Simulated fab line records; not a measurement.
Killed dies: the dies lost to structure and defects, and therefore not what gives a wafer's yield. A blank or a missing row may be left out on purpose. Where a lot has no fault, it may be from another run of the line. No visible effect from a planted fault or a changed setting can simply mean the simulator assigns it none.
Which tool was responsible? / flow nand-harc / 24 lots with 72 wafers sampled at 4 steps, on a route of 1159 steps

## WHAT THE GAUGES SHOWED, per wafer
NHARC_A_CONTACT_CD_MEAS_53. Usual: cd-nm at 189.4 nm, with a standard deviation of 0.95.
lot=L074; measured=day 15 22:10; on=cd-sem-02; cd-nm (nm)=189.1 188.4 189.6; flag=
lot=L076; measured=day 16 19:50; on=cd-sem-01; cd-nm (nm)=190.6 190.7 190.6; flag=
lot=L075; measured=day 17 00:37; on=cd-sem-01; cd-nm (nm)=186.6 188.9 186.6; flag=
lot=L077; measured=day 17 02:24; on=cd-sem-03; cd-nm (nm)=190.3 189.2 190.1; flag=
lot=L078; measured=day 17 06:41; on=cd-sem-01; cd-nm (nm)=190.1 189.3 190.3; flag=
lot=L079; measured=day 17 10:46; on=cd-sem-02; cd-nm (nm)=190.8 189.4 190.6; flag=
lot=L082; measured=day 18 04:57; on=cd-sem-02; cd-nm (nm)=186.3 188.3 186.4; flag=
lot=L084; measured=day 18 15:44; on=cd-sem-02; cd-nm (nm)=190.7 189.8 190.2; flag=
lot=L081; measured=day 18 17:24; on=cd-sem-01; cd-nm (nm)=190.2 191.5 190.1; flag=
lot=L083; measured=day 18 18:16; on=cd-sem-01; cd-nm (nm)=189.8 190.5 189.3; flag=
lot=L080; measured=day 18 21:20; on=cd-sem-02; cd-nm (nm)=189.3 190.5 188.7; flag=
lot=L087; measured=day 19 17:41; on=cd-sem-01; cd-nm (nm)=190.3 190.2 190.3; flag=
lot=L086; measured=day 19 18:13; on=cd-sem-03; cd-nm (nm)=189.5 190.2 189.3; flag=
lot=L089; measured=day 20 02:03; on=cd-sem-01; cd-nm (nm)=189.6 189.5 189.6; flag=
lot=L085; measured=day 20 03:17; on=cd-sem-02; cd-nm (nm)=189.5 188.4 188.8; flag=
lot=L088; measured=day 20 06:44; on=cd-sem-02; cd-nm (nm)=189.4 188.9 189.2; flag=
lot=L091; measured=day 20 10:24; on=cd-sem-01; cd-nm (nm)=189.7 189.8 189.0; flag=
lot=L090; measured=day 20 11:31; on=cd-sem-03; cd-nm (nm)=188.4 189.9 189.3; flag=
lot=L092; measured=day 20 20:11; on=cd-sem-02; cd-nm (nm)=189.5 189.9 189.7; flag=
lot=L093; measured=day 20 21:45; on=cd-sem-03; cd-nm (nm)=189.1 190.0 190.1; flag=
lot=L094; measured=day 21 13:32; on=cd-sem-02; cd-nm (nm)=189.2 189.7 188.7; flag=
lot=L095; measured=day 21 14:38; on=cd-sem-01; cd-nm (nm)=189.5 190.9 189.8; flag=
lot=L096; measured=day 22 04:22; on=cd-sem-02; cd-nm (nm)=190.3 190.1 189.3; flag=
lot=L097; measured=day 22 08:32; on=cd-sem-01; cd-nm (nm)=188.8 189.2 189.6; flag=

## TOOL THAT RAN EACH LOT (tool first, then ch and the chambers of the sampled wafers, then the start)
lot=L074; NHARC_A_CONTACT_ETCH_49=rie-diel-04 ch 0,1,2, day 15 20:29 or earlier; NHARC_A_CONTACT_ETCH_117=har-cap-etch-03 ch 0,1, day 15 20:29; NHARC_A_CONTACT_ETCH_121=har-cap-etch-03 ch 0,1, day 15 20:58
lot=L076; NHARC_A_CONTACT_ETCH_49=rie-diel-04 ch 2,3, day 16 18:28 or earlier; NHARC_A_CONTACT_ETCH_117=har-cap-etch-01 ch 0,1, day 16 18:28; NHARC_A_CONTACT_ETCH_121=har-cap-etch-01 ch 0,1, day 16 18:50
lot=L075; NHARC_A_CONTACT_ETCH_49=rie-diel-04 ch 1,2,3, day 16 23:14 or earlier; NHARC_A_CONTACT_ETCH_117=har-cap-etch-02 ch 0,1, day 16 23:14; NHARC_A_CONTACT_ETCH_121=har-cap-etch-02 ch 0,1, day 16 23:36
lot=L077; NHARC_A_CONTACT_ETCH_49=rie-diel-05 ch 1,2, day 17 00:45 or earlier; NHARC_A_CONTACT_ETCH_117=har-cap-etch-03 ch 0,1, day 17 00:45; NHARC_A_CONTACT_ETCH_121=har-cap-etch-03 ch 0,1, day 17 01:14
lot=L078; NHARC_A_CONTACT_ETCH_49=rie-diel-04 ch 1,2, day 17 05:01 or earlier; NHARC_A_CONTACT_ETCH_117=har-cap-etch-03 ch 0,1, day 17 05:01; NHARC_A_CONTACT_ETCH_121=har-cap-etch-03 ch 0,1, day 17 05:31
lot=L079; NHARC_A_CONTACT_ETCH_49=rie-diel-07 ch 0,2, day 17 09:23 or earlier; NHARC_A_CONTACT_ETCH_117=har-cap-etch-01 ch 0,1, day 17 09:23; NHARC_A_CONTACT_ETCH_121=har-cap-etch-01 ch 0,1, day 17 09:46
lot=L082; NHARC_A_CONTACT_ETCH_49=rie-diel-04 ch 1,2,3, day 18 03:35 or earlier; NHARC_A_CONTACT_ETCH_117=har-cap-etch-02 ch 1, day 18 03:35; NHARC_A_CONTACT_ETCH_121=har-cap-etch-02 ch 1, day 18 03:57
lot=L084; NHARC_A_CONTACT_ETCH_49=rie-diel-04 ch 0,2, day 18 14:23 or earlier; NHARC_A_CONTACT_ETCH_117=har-cap-etch-03 ch 0,1, day 18 14:23; NHARC_A_CONTACT_ETCH_121=har-cap-etch-03 ch 0,1, day 18 14:46
lot=L081; NHARC_A_CONTACT_ETCH_49=rie-diel-07 ch 2,3, day 18 16:02 or earlier; NHARC_A_CONTACT_ETCH_117=har-cap-etch-02 ch 0,1, day 18 16:02; NHARC_A_CONTACT_ETCH_121=har-cap-etch-02 ch 0,1, day 18 16:23
lot=L083; NHARC_A_CONTACT_ETCH_49=rie-diel-04 ch 0,1,2, day 18 16:53 or earlier; NHARC_A_CONTACT_ETCH_117=har-cap-etch-01 ch 0,1, day 18 16:53; NHARC_A_CONTACT_ETCH_121=har-cap-etch-01 ch 0,1, day 18 17:16
lot=L080; NHARC_A_CONTACT_ETCH_49=rie-diel-05 ch 2,3, day 18 19:59 or earlier; NHARC_A_CONTACT_ETCH_117=har-cap-etch-02 ch 0,1, day 18 19:59; NHARC_A_CONTACT_ETCH_121=har-cap-etch-02 ch 0,1, day 18 20:20
lot=L087; NHARC_A_CONTACT_ETCH_49=rie-diel-04 ch 0,2,3, day 19 16:19 or earlier; NHARC_A_CONTACT_ETCH_117=har-cap-etch-02 ch 0,1, day 19 16:19; NHARC_A_CONTACT_ETCH_121=har-cap-etch-02 ch 0,1, day 19 16:40
lot=L086; NHARC_A_CONTACT_ETCH_49=rie-diel-05 ch 0,3, day 19 16:48 or earlier; NHARC_A_CONTACT_ETCH_117=har-cap-etch-01 ch 0,1, day 19 16:48; NHARC_A_CONTACT_ETCH_121=har-cap-etch-01 ch 0,1, day 19 17:10
lot=L089; NHARC_A_CONTACT_ETCH_49=rie-diel-07 ch 0,2, day 20 00:38 or earlier; NHARC_A_CONTACT_ETCH_117=har-cap-etch-01 ch 0,1, day 20 00:38; NHARC_A_CONTACT_ETCH_121=har-cap-etch-01 ch 0,1, day 20 01:01
lot=L085; NHARC_A_CONTACT_ETCH_49=rie-diel-04 ch 1,2,3, day 20 01:52 or earlier; NHARC_A_CONTACT_ETCH_117=har-cap-etch-02 ch 0,1, day 20 01:52; NHARC_A_CONTACT_ETCH_121=har-cap-etch-02 ch 0,1, day 20 02:14
lot=L088; NHARC_A_CONTACT_ETCH_49=rie-diel-04 ch 0,3, day 20 04:53 or earlier; NHARC_A_CONTACT_ETCH_117=har-cap-etch-03 ch 0, day 20 04:53; NHARC_A_CONTACT_ETCH_121=har-cap-etch-03 ch 0, day 20 05:22
lot=L091; NHARC_A_CONTACT_ETCH_49=rie-diel-04 ch 0,1,3, day 20 08:47 or earlier; NHARC_A_CONTACT_ETCH_117=har-cap-etch-03 ch 0,1, day 20 08:47; NHARC_A_CONTACT_ETCH_121=har-cap-etch-03 ch 0,1, day 20 09:17
lot=L090; NHARC_A_CONTACT_ETCH_49=rie-diel-04 ch 2,3, day 20 10:08 or earlier; NHARC_A_CONTACT_ETCH_117=har-cap-etch-02 ch 0,1, day 20 10:08; NHARC_A_CONTACT_ETCH_121=har-cap-etch-02 ch 0,1, day 20 10:29
lot=L092; NHARC_A_CONTACT_ETCH_49=rie-diel-05 ch 0,1,3, day 20 18:34 or earlier; NHARC_A_CONTACT_ETCH_117=har-cap-etch-03 ch 0,1, day 20 18:34; NHARC_A_CONTACT_ETCH_121=har-cap-etch-03 ch 0,1, day 20 19:02
lot=L093; NHARC_A_CONTACT_ETCH_49=rie-diel-07 ch 0,1,2, day 20 20:23 or earlier; NHARC_A_CONTACT_ETCH_117=har-cap-etch-02 ch 0,1, day 20 20:23; NHARC_A_CONTACT_ETCH_121=har-cap-etch-02 ch 0,1, day 20 20:44
lot=L094; NHARC_A_CONTACT_ETCH_49=rie-diel-04 ch 0,1,2, day 21 12:10 or earlier; NHARC_A_CONTACT_ETCH_117=har-cap-etch-01 ch 0,1, day 21 12:10; NHARC_A_CONTACT_ETCH_121=har-cap-etch-01 ch 0,1, day 21 12:32
lot=L095; NHARC_A_CONTACT_ETCH_49=rie-diel-07 ch 0,1,2, day 21 13:17 or earlier; NHARC_A_CONTACT_ETCH_117=har-cap-etch-03 ch 0,1, day 21 13:17; NHARC_A_CONTACT_ETCH_121=har-cap-etch-03 ch 0,1, day 21 13:38
lot=L096; NHARC_A_CONTACT_ETCH_49=rie-diel-05 ch 0,1,3, day 22 03:00 or earlier; NHARC_A_CONTACT_ETCH_117=har-cap-etch-02 ch 0,1, day 22 03:00; NHARC_A_CONTACT_ETCH_121=har-cap-etch-02 ch 0,1, day 22 03:22
lot=L097; NHARC_A_CONTACT_ETCH_49=rie-diel-05 ch 0,1,2, day 22 07:12 or earlier; NHARC_A_CONTACT_ETCH_117=har-cap-etch-01 ch 0,1, day 22 07:12; NHARC_A_CONTACT_ETCH_121=har-cap-etch-01 ch 0,1, day 22 07:34
- NHARC_A_CONTACT_ETCH_49: etches the open film in N2/H2, target depth 260 nm, time 475.3 s.
- NHARC_A_CONTACT_ETCH_117: etches the open film in C4F8/O2/Ar, time 94 s, target depth 922 nm.
- NHARC_A_CONTACT_ETCH_121: etches the open film in C4F8/O2/Ar, time 94 s, target depth 922 nm.

## AS READ BY THE TOOLS THEMSELVES (means over the sampled wafers that have a number; for cases with no such wafer, the mark the record gives instead)
NHARC_A_CONTACT_ETCH_49. Usual: drypump-motor-current-A 5.7 A, standard deviation 0.51; oes-product-au 0.998 a.u., standard deviation 0.015; rf-vpp-V 431.2 V, standard deviation 2; showerhead-plenum-p-Torr 2.07 Torr, standard deviation 0.067; throttle-valve-pct 14.173 %, standard deviation 0.0083.
lot=L074; tool=rie-diel-04; drypump-motor-current-A (A)=5.6; oes-product-au (a.u.)=0.994; rf-vpp-V (V)=430.9; showerhead-plenum-p-Torr (Torr)=2.05; throttle-valve-pct (%)=14.183; flag=
lot=L076; tool=rie-diel-04; drypump-motor-current-A (A)=5.5; oes-product-au (a.u.)=1.016; rf-vpp-V (V)=432.1; showerhead-plenum-p-Torr (Torr)=2.13; throttle-valve-pct (%)=14.171; flag=
lot=L075; tool=rie-diel-04; drypump-motor-current-A (A)=5.5; oes-product-au (a.u.)=1.005; rf-vpp-V (V)=431.4; showerhead-plenum-p-Torr (Torr)=2.09; throttle-valve-pct (%)=14.176; flag=
lot=L077; tool=rie-diel-05; drypump-motor-current-A (A)=5.6; oes-product-au (a.u.)=1.003; rf-vpp-V (V)=434.9; showerhead-plenum-p-Torr (Torr)=2.15; throttle-valve-pct (%)=14.178; flag=
lot=L078; tool=rie-diel-04; drypump-motor-current-A (A)=5.6; oes-product-au (a.u.)=0.994; rf-vpp-V (V)=431.6; showerhead-plenum-p-Torr (Torr)=2.08; throttle-valve-pct (%)=14.171; flag=
lot=L079; tool=rie-diel-07; drypump-motor-current-A (A)=5.6; oes-product-au (a.u.)=1.000; rf-vpp-V (V)=432.6; showerhead-plenum-p-Torr (Torr)=2.13; throttle-valve-pct (%)=14.180; flag=
lot=L082; tool=rie-diel-04; drypump-motor-current-A (A)=5.4; oes-product-au (a.u.)=1.000; rf-vpp-V (V)=431.8; showerhead-plenum-p-Torr (Torr)=2.09; throttle-valve-pct (%)=14.177; flag=
lot=L084; tool=rie-diel-04; drypump-motor-current-A (A)=5.9; oes-product-au (a.u.)=1.008; rf-vpp-V (V)=431.6; showerhead-plenum-p-Torr (Torr)=2.07; throttle-valve-pct (%)=14.164; flag=
lot=L081; tool=rie-diel-07; drypump-motor-current-A (A)=6.1; oes-product-au (a.u.)=0.989; rf-vpp-V (V)=429.5; showerhead-plenum-p-Torr (Torr)=2.01; throttle-valve-pct (%)=14.173; flag=
lot=L083; tool=rie-diel-04; drypump-motor-current-A (A)=5.6; oes-product-au (a.u.)=1.004; rf-vpp-V (V)=430.5; showerhead-plenum-p-Torr (Torr)=2.04; throttle-valve-pct (%)=14.171; flag=
lot=L080; tool=rie-diel-05; drypump-motor-current-A (A)=6.3; oes-product-au (a.u.)=0.996; rf-vpp-V (V)=430.3; showerhead-plenum-p-Torr (Torr)=2.00; throttle-valve-pct (%)=14.176; flag=
lot=L087; tool=rie-diel-04; drypump-motor-current-A (A)=5.7; oes-product-au (a.u.)=1.010; rf-vpp-V (V)=431.8; showerhead-plenum-p-Torr (Torr)=2.08; throttle-valve-pct (%)=14.174; flag=
lot=L086; tool=rie-diel-05; drypump-motor-current-A (A)=6.3; oes-product-au (a.u.)=0.986; rf-vpp-V (V)=427.8; showerhead-plenum-p-Torr (Torr)=1.98; throttle-valve-pct (%)=14.171; flag=
lot=L089; tool=rie-diel-07; drypump-motor-current-A (A)=5.6; oes-product-au (a.u.)=0.991; rf-vpp-V (V)=432.3; showerhead-plenum-p-Torr (Torr)=2.12; throttle-valve-pct (%)=14.168; flag=
lot=L085; tool=rie-diel-04; drypump-motor-current-A (A)=5.4; oes-product-au (a.u.)=1.003; rf-vpp-V (V)=432.4; showerhead-plenum-p-Torr (Torr)=2.08; throttle-valve-pct (%)=14.165; flag=
lot=L088; tool=rie-diel-04; drypump-motor-current-A (A)=5.6; oes-product-au (a.u.)=1.014; rf-vpp-V (V)=432.1; showerhead-plenum-p-Torr (Torr)=2.10; throttle-valve-pct (%)=14.177; flag=
lot=L091; tool=rie-diel-04; drypump-motor-current-A (A)=5.5; oes-product-au (a.u.)=1.006; rf-vpp-V (V)=431.1; showerhead-plenum-p-Torr (Torr)=2.06; throttle-valve-pct (%)=14.167; flag=
lot=L090; tool=rie-diel-04; drypump-motor-current-A (A)=5.7; oes-product-au (a.u.)=1.004; rf-vpp-V (V)=432.6; showerhead-plenum-p-Torr (Torr)=2.11; throttle-valve-pct (%)=14.170; flag=
lot=L092; tool=rie-diel-05; drypump-motor-current-A (A)=6.0; oes-product-au (a.u.)=0.993; rf-vpp-V (V)=430.8; showerhead-plenum-p-Torr (Torr)=2.04; throttle-valve-pct (%)=14.172; flag=
lot=L093; tool=rie-diel-07; drypump-motor-current-A (A)=5.5; oes-product-au (a.u.)=0.985; rf-vpp-V (V)=432.7; showerhead-plenum-p-Torr (Torr)=2.08; throttle-valve-pct (%)=14.173; flag=
lot=L094; tool=rie-diel-04; drypump-motor-current-A (A)=5.6; oes-product-au (a.u.)=1.005; rf-vpp-V (V)=430.5; showerhead-plenum-p-Torr (Torr)=2.04; throttle-valve-pct (%)=14.170; flag=
lot=L095; tool=rie-diel-07; drypump-motor-current-A (A)=5.5; oes-product-au (a.u.)=0.988; rf-vpp-V (V)=430.5; showerhead-plenum-p-Torr (Torr)=2.07; throttle-valve-pct (%)=14.174; flag=
lot=L096; tool=rie-diel-05; drypump-motor-current-A (A)=5.9; oes-product-au (a.u.)=0.985; rf-vpp-V (V)=429.6; showerhead-plenum-p-Torr (Torr)=2.04; throttle-valve-pct (%)=14.172; flag=
lot=L097; tool=rie-diel-05; drypump-motor-current-A (A)=5.9; oes-product-au (a.u.)=0.994; rf-vpp-V (V)=431.3; showerhead-plenum-p-Torr (Torr)=2.07; throttle-valve-pct (%)=14.171; flag=

## THE ANSWER, worked out from the rows above alone
Rule: a lot is off if the mean of its wafers that have a number lies more than 3 standard deviations from the usual mean. Also off: a lot with no number at a reading for which 4 or more lots have one. All remaining lots with rows at the step are treated as sound. Order of review: gauges by route order, followed by the tools' own readings, for which a lot's mean as printed above is used. At the first step where some lot is off, the reading lying furthest off is the one used; lots without a number count as furthest.
No lot is off at any reading shown: from this, nothing can be told.

## WHAT THE SIMULATOR HAD INSERTED
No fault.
